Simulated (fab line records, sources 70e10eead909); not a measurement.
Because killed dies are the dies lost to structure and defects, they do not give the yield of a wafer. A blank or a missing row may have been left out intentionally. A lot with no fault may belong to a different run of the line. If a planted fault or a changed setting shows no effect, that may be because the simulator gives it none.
Which of the tools did it? -- flow nand_harc -- 24 lots, 72 wafers sampled, at 3 steps of a route of 1302

== WHAT THE GAUGES READ, wafer by wafer ==
NHARC_P_M2_INSPECT_27.
lot,measured,on,raw_defect_count
L074,day 6 20:20,defect_inspect-02,171 202 150
L076,day 7 11:53,defect_inspect-02,318 253 300
L075,day 7 12:29,defect_inspect-02,265 229 264
L077,day 7 17:50,defect_inspect-01,247 280 198
L078,day 8 06:44,defect_inspect-01,478 348 259
L079,day 8 14:04,defect_inspect-02,482 692 416
L080,day 8 21:45,defect_inspect-01,369 225 240
L081,day 9 09:10,defect_inspect-02,259 218 320
L082,day 9 21:43,defect_inspect-01,262 197 241
L083,day 10 04:57,defect_inspect-02,351 321 336
L084,day 10 19:19,defect_inspect-02,309 453 395
L085,day 10 23:17,defect_inspect-01,241 208 313
L086,day 11 13:09,defect_inspect-01,266 171 252
L087,day 11 21:02,defect_inspect-01,181 326 302
L088,day 12 15:01,defect_inspect-01,415 409 291
L089,day 12 16:13,defect_inspect-02,235 291 250
L090,day 13 05:55,defect_inspect-01,369 259 269
L091,day 13 06:55,defect_inspect-01,352 315 184
L092,day 14 15:48,defect_inspect-02,162 205 210
L093,day 14 16:13,defect_inspect-02,477 467 332
L094,day 14 22:01,defect_inspect-02,422 333 366
L095,day 15 10:40,defect_inspect-01,345 198 232
L096,day 15 20:07,defect_inspect-02,279 303 255
L097,day 16 04:11,defect_inspect-02,294 258 308

NHARC_P_BONDPAD_THK_MEAS_33: measures by ellipsometry.
lot,measured,on,thk_nm (nm)
L074,day 6 21:33,film_metro-01,198.3 199.3 201.4
L076,day 7 13:07,film_metro-02,200.0 200.0 201.4
L075,day 7 13:43,film_metro-01,201.4 200.8 201.8
L077,day 7 19:03,film_metro-02,199.1 200.6 200.7
L078,day 8 07:57,film_metro-02,199.8 198.7 197.4
L079,day 8 15:17,film_metro-02,199.9 200.7 200.2
L080,day 8 22:58,film_metro-02,200.5 198.7 198.7
L081,day 9 10:22,film_metro-02,200.0 202.1 198.0
L082,day 9 22:56,film_metro-01,201.4 200.5 198.9
L083,day 10 06:10,film_metro-01,201.9 203.5 201.8
L084,day 10 20:34,film_metro-01,200.2 200.5 197.6
L085,day 11 00:30,film_metro-02,199.6 200.0 198.5
L086,day 11 14:22,film_metro-01,200.1 201.5 199.3
L087,day 11 22:15,film_metro-02,202.5 202.3 202.7
L088,day 12 16:13,film_metro-01,202.5 202.7 201.5
L089,day 12 17:25,film_metro-02,200.7 200.9 200.8
L090,day 13 07:08,film_metro-01,203.0 202.9 202.6
L091,day 13 08:08,film_metro-02,200.2 199.3 200.5
L092,day 14 17:01,film_metro-01,198.2 200.4 198.6
L093,day 14 17:26,film_metro-02,200.0 198.3 197.5
L094,day 14 23:14,film_metro-02,199.3 199.5 199.6
L095,day 15 11:52,film_metro-01,199.7 200.9 202.7
L096,day 15 21:19,film_metro-01,198.9 198.8 200.1
L097,day 16 05:25,film_metro-02,200.8 201.1 201.8

== EACH LOT AND THE TOOL THAT RAN IT (in order: tool; ch and the chambers of the sampled wafers; start) ==
lot,NHARC_P_M2_CMP_23
L074,"cmp-02 ch 0,1,3, day 6 19:55"
L076,"cmp-03 ch 0,1,2, day 7 11:25"
L075,"cmp-03 ch 0,1,3, day 7 12:05"
L077,"cmp-03 ch 0,2,3, day 7 17:27"
L078,"cmp-03 ch 1,2,3, day 8 06:16"
L079,"cmp-02 ch 0,2,3, day 8 13:35"
L080,"cmp-02 ch 1,3, day 8 21:17"
L081,"cmp-03 ch 0,2, day 9 08:43"
L082,"cmp-04 ch 1,2, day 9 21:14"
L083,"cmp-02 ch 1,2,3, day 10 04:31"
L084,"cmp-04 ch 1,2,3, day 10 18:50"
L085,"cmp-02 ch 0,1,2, day 10 22:47"
L086,"cmp-04 ch 0,1,2, day 11 12:41"
L087,"cmp-04 ch 2,3, day 11 20:33"
L088,"cmp-02 ch 0,2,3, day 12 14:34"
L089,"cmp-03 ch 2,3, day 12 15:45"
L090,"cmp-02 ch 0,1,3, day 13 05:27"
L091,"cmp-02 ch 0,1,3, day 13 06:31"
L092,"cmp-03 ch 1,2,3, day 14 15:23"
L093,"cmp-03 ch 0,2,3, day 14 15:50"
L094,"cmp-03 ch 1,2,3, day 14 21:32"
L095,"cmp-04 ch 0,1,2, day 15 10:14"
L096,"cmp-04 ch 0,1,3, day 15 19:40"
L097,"cmp-03 ch 0,2,3, day 16 03:43"
- NHARC_P_M2_CMP_23: polishes, t overpolish 20 s, target thk 144.3 nm.

== WHAT THE TOOLS THEMSELVES READ (means of the sampled wafers that have a number; where no wafer has one, the mark that the record gives instead) ==
NHARC_P_M2_CMP_23.
lot,tool,motor_current_A (A),time_to_endpoint_s (s)
L074,cmp-02,11.4,30.4
L076,cmp-03,12.6,30.3
L075,cmp-03,13.2,27.6
L077,cmp-03,13.3,30.8
L078,cmp-03,13.0,28.2
L079,cmp-02,12.4,27.4
L080,cmp-02,10.7,29.0
L081,cmp-03,13.1,28.6
L082,cmp-04,11.7,31.4
L083,cmp-02,12.1,28.4
L084,cmp-04,12.0,33.1
L085,cmp-02,12.5,26.3
L086,cmp-04,12.3,30.8
L087,cmp-04,12.3,30.4
L088,cmp-02,12.6,28.2
L089,cmp-03,13.5,30.1
L090,cmp-02,11.4,28.3
L091,cmp-02,11.8,24.9
L092,cmp-03,13.1,28.7
L093,cmp-03,13.6,23.1
L094,cmp-03,13.0,27.4
L095,cmp-04,12.5,31.9
L096,cmp-04,12.4,31.8
L097,cmp-03,13.5,31.5

== THE ANSWER, worked out from the rows above alone ==
Rule: the usual values come from the lots themselves. The widest of any qualifying gaps counts: lots, ordered by their means at a reading, are off when they make up no more than a third of the lots, leave a main group of 4 or more, and stand apart from it by 3 or more times the standard deviation of that group's means. If all means in a main group match to the digits the tables above print for the reading, that group is not used. Also off: a lot with no number at a reading for which 4 or more lots have one. The other lots that the step has rows for count as sound. First the gauges in route order, then the tools' own readings, where a lot's mean is used as printed above. The first step at which some lot is off is used, and at that step the reading that is off furthest; a lot without a number counts as furthest.
Across all readings shown, no lot is off: no conclusion can be drawn from this.

== WHAT THE SIMULATOR HAD PUT IN ==
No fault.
